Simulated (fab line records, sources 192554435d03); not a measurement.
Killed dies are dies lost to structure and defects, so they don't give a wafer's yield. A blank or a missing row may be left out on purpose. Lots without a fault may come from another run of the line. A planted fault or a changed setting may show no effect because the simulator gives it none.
A struck lot beside a sound one | flow n5_finfet | 36 steps out of a route of 1938
Sound: wafers L483.1, L483.2, L483.6. Struck: wafers L481.2, L481.4, L481.5. The cause comes at the end.
At each step with rows: each side's tool, then ch and its chambers, then its first start. Under that, the readings that differ: sound wafers | struck wafers | difference of the means | sigmas: that difference in standard deviations of wafers without a fault.
alike: readings whose means differ by less than 2 such deviations, and words and numbers that are the same on both sides. not compared: withheld readings, readings that some wafer has no value for, bounds like >300 that may hide the same value, and numbers for which the record gives no deviation and whose values overlap.
The two part at a step that has a row with sigmas, a row that says differs or no value, or rows on one side only. Numbers that don't overlap but have no deviation are shown without sigmas and don't part them. A reading that every wafer of one side lacks parts them only if that side has two wafers or more.

first, 9 steps without rows for these wafers: N5_WELL_APT_COAT_02 (resist thk 950 nm); N5_WELL_APT_EBR_04; N5_WELL_APT_SOFTBAKE_03 (time 60 s); N5_WELL_APT_EXPOSE_05 (exposes mask NWELL, defocus 0 nm, target cd 200 nm); N5_WELL_APT_PEB_06 (peb time 90 s); N5_WELL_APT_DEVELOP_07 (develop time 45 s); N5_WELL_APT_HARDBAKE_12 (time 120 s); N5_WELL_APT_DESCUM_13 (chemistry O2, time 7.9 s); N5_WELL_APT_IMPLANT_14.
N5_WELL_APT_IMPLANT_15:
  sound on implanter-01 ch 0, day 5 15:23; struck on implanter-02 ch 0, day 5 02:09
  reading            | sound                           | struck                           | difference  | sigmas
  dose_ions_cm2      | 1.5002e+13 1.503e+13 1.5027e+13 | 2.2022e+13 2.2018e+13 2.2016e+13 | +6.9990e+12 | +99 or more
  faraday_current_uA | 199 189 191                     | 275 270 281                      | +82         | +22
then, 25 steps without rows for these wafers: N5_WELL_APT_STRIP_16 (strips in SPM, time 900 s); N5_WELL_APT_HMDS_18 (time 60 s); N5_WELL_APT_COAT_19 (resist thk 950 nm); N5_WELL_APT_EBR_21; N5_WELL_APT_SOFTBAKE_20 (time 60 s); N5_WELL_APT_EXPOSE_22 (exposes mask PWELL, defocus 0 nm, target cd 200 nm); N5_WELL_APT_PEB_23 (peb time 90 s); N5_WELL_APT_DEVELOP_24 (develop time 45 s); N5_WELL_APT_HARDBAKE_29 (time 120 s); N5_WELL_APT_DESCUM_30 (chemistry O2, time 7.9 s); N5_WELL_APT_IMPLANT_31; N5_WELL_APT_IMPLANT_32; N5_WELL_APT_STRIP_33 (strips in SPM, time 900 s); N5_WELL_APT_RTA_34 (time 10 s); N5_WELL_APT_OXIDE_STRIP_42 (strips SiO2 in dHF, time 45 s, target depth 12 nm); N5_WELL_APT_PRECLEAN_36 (cleans in O3/DIW, time 45 s); N5_WELL_APT_PRECLEAN_39 (cleans in dHF, time 60 s); N5_WELL_APT_SRD_37 (time 30 s); N5_WELL_APT_EPI_41 (deposits Si from SiH4/H2, target thk 50 nm, time 297.7 s); N5_PMOS_HMC_CHANNEL_EPI_HM_DEP_34 (deposits SiO2 from TEOS/O2, target thk 36 nm, time 6.9 s); N5_PMOS_HMC_CHANNEL_EPI_COAT_31 (time 60 s, resist thk 66 nm); N5_PMOS_HMC_CHANNEL_EPI_COAT_03 (resist thk 205 nm); N5_PMOS_HMC_CHANNEL_EPI_EBR_05; N5_PMOS_HMC_CHANNEL_EPI_SOFTBAKE_04 (time 60 s); N5_PMOS_HMC_CHANNEL_EPI_EXPOSE_06 (exposes mask PMOS HMC BLK, target cd 240 nm).
-- the record jumps here: 9 days lie between the struck wafers' starts before and after (it left off in module PMOS_HMC_CHANNEL_EPI and takes up again in module BEOL_M4, whose first step shown is number 1111 of the route) --
N5_BEOL_M4_RC_MEAS_101:
  sound on prober-01 ch 0, day 14 01:17; struck on prober-01 ch 0, day 14 05:50
  reading             | sound                     | struck                     | difference | sigmas
  CJ_P                | 5.71 5.75 5.83            | 7.31 6.78 6.64             | +1.15      | +7
  IOFF_N (nA/um)      | 0.137 0.125 0.166         | 0.184 0.182 0.226          | +0.055     | +2
  IOFF_P_LONG (nA/um) | 9.8e-05 0.000103 0.000101 | 0.000145 0.000124 0.000123 | +0.000030  | +4
  ION_N (uA/um)       | 641 661 649               | 687 672 674                | +27        | +2
  alike: DIBL_N, DIBL_P, IOFF_P, ION_P, SS_N, SS_P, VT_N, VT_P

WHERE THEY PART
First at N5_WELL_APT_IMPLANT_15; last, within this record, at N5_BEOL_M4_RC_MEAS_101.

WHY: what the simulator had put in
Process parameter drift: implanter-02, from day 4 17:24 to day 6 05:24, at N5_WELL_APT_IMPLANT_15. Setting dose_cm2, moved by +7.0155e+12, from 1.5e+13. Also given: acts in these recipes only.
